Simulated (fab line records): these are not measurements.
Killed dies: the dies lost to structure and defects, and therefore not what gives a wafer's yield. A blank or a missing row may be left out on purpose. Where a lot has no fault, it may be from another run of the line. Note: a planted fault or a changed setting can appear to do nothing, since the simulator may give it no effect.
Split-lot trial + flow n5_finfet + on a route of 1938 steps: 7 lots, 21 wafers read

## ON THE SPLIT
At N5_BEOL_M12_COAT_04 (resist thk 400 nm), the setting spin_rpm was moved away from the recipe's 1625 rpm on 5 of the 21 wafers read, by +4.7% to +7.6%. The other wafers ran this setting at the recipe's value.

The file shows no step between the split and the reading.

## THE READING
coat_of_BEOL_M12_COAT_04.thk_nm (the simulator's own value, which no gauge read), in nm, at N5_BEOL_M12_ETCH_59 (etches BARC in N2/H2, target depth 89 nm, overetch 26.7 nm, time 67.9 s). No usual value for it is given in the file. The 16 wafers here that ran the recipe average 318.1 nm, standard deviation 1.8 nm.

| wafer  | tool, chamber at the split | spin_rpm as run, rpm | against the recipe | coat_of_BEOL_M12_COAT_04.thk_nm, nm | against lot-mates on the recipe |
|--------|----------------------------|----------------------|--------------------|-------------------------------------|---------------------------------|
| L074.1 | litho_track-02, 0          | 1625                 | recipe             | 317.4                               | -                               |
| L074.2 | litho_track-02, 0          | 1625                 | recipe             | 316.8                               | -                               |
| L074.5 | litho_track-02, 0          | 1625                 | recipe             | 316.8                               | -                               |
| L077.4 | litho_track-02, 0          | 1625                 | recipe             | 317.6                               | -                               |
| L077.5 | litho_track-02, 0          | 1748                 | +7.6%              | 304.6                               | -13.0                           |
| L077.6 | litho_track-02, 0          | 1748                 | +7.6%              | 302.6                               | -15.0                           |
| L076.3 | litho_track-02, 0          | 1625                 | recipe             | 319.6                               | -                               |
| L076.4 | litho_track-02, 0          | 1625                 | recipe             | 316.6                               | -                               |
| L076.6 | litho_track-02, 0          | 1625                 | recipe             | 317.8                               | -                               |
| L078.2 | litho_track-02, 0          | 1625                 | recipe             | 322                                 | -                               |
| L078.3 | litho_track-02, 0          | 1625                 | recipe             | 321                                 | -                               |
| L078.6 | litho_track-02, 0          | 1625                 | recipe             | 320.4                               | -                               |
| L086.1 | litho_track-02, 0          | 1701                 | +4.7%              | 308.6                               | -10.8                           |
| L086.2 | litho_track-02, 0          | 1701                 | +4.7%              | 308.8                               | -10.6                           |
| L086.3 | litho_track-02, 0          | 1625                 | recipe             | 319.4                               | -                               |
| L087.2 | litho_track-02, 0          | 1728                 | +6.3%              | 305.2                               | -11.0                           |
| L087.5 | litho_track-02, 0          | 1625                 | recipe             | 315.6                               | -                               |
| L087.6 | litho_track-02, 0          | 1625                 | recipe             | 316.8                               | -                               |
| L091.2 | litho_track-03, 0          | 1625                 | recipe             | 317                                 | -                               |
| L091.3 | litho_track-03, 0          | 1625                 | recipe             | 318.2                               | -                               |
| L091.4 | litho_track-03, 0          | 1625                 | recipe             | 316.4                               | -                               |

FIT RESULTS
A straight line over all 21 wafers: coat_of_BEOL_M12_COAT_04.thk_nm changes by -1.96 nm for each +1% of spin_rpm; r = -0.96; the points scatter about the line by 1.7 nm.
The same after taking each lot's own level away (the mean of its wafers on the recipe; 21 wafers): -1.91 nm for each +1%; r = -0.98; scatter 0.98 nm.
The reading moves by 14 nm for the largest change in spin_rpm, on that fit.
The span of the lots' own levels, 316.20 to 321.13 nm, comes to 2.8 times the standard deviation stated above.
Hence the lot-to-lot level has little effect on the slope; both slopes agree.
Check: for one of the wafers moved furthest among these (+7.6%), held out of the fit, the line's prediction against its lot-mates is -15.2 nm. Against them it came out at -13 nm.

## THE OTHER SPLITS THESE WAFERS WENT THROUGH
Before the reading, these wafers also passed through other splits. Each is held against what the fit with the lots' levels taken away leaves over:
| other split on the same wafers | wafers away from the commonest value | r with coat_of_BEOL_M12_COAT_04.thk_nm (lot level and that fit taken away) |
|--------------------------------|--------------------------------------|----------------------------------------------------------------------------|
| N5_BEOL_M7_COAT_71 spin_rpm    | 10                                   | -0.12                                                                      |
| N5_BEOL_M8_EXPOSE_25 dose_mj   | 7                                    | +0.01                                                                      |
| N5_BEOL_M8_ETCH_66 bias_w      | 7                                    | -0.05                                                                      |
| N5_BEOL_M11_DESCUM_16 time_s   | 8                                    | +0.20                                                                      |

## THE WHOLE CHAIN: every reading that the file lists as answering this split, in the file's order
| step                 | what it does                                                            | reading                                                                          | change (the file's fit)              | r (the file's) |
|----------------------|-------------------------------------------------------------------------|----------------------------------------------------------------------------------|--------------------------------------|----------------|
| N5_BEOL_M12_COAT_04  | resist thk 400 nm                                                       | coat_of_BEOL_M12_COAT_04.thk_nm (the simulator's own value, which no gauge read) | -1.81 nm for each +1% of the setting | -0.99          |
| N5_BEOL_M12_ETCH_59  | etches BARC in N2/H2, target depth 89 nm, overetch 26.7 nm, time 67.9 s | coat_of_BEOL_M12_COAT_04.thk_nm (the simulator's own value, which no gauge read) | -1.89 nm for each +1% of the setting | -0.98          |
| N5_BEOL_M12_STRIP_63 | strips in N2/H2                                                         | strip_time_to_endpoint_s                                                         | withheld for each +1% of the setting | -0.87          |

## THE FILE'S OWN FIT
coat_of_BEOL_M12_COAT_04.thk_nm changes by -1.89 nm for each +1% of spin_rpm, r = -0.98.
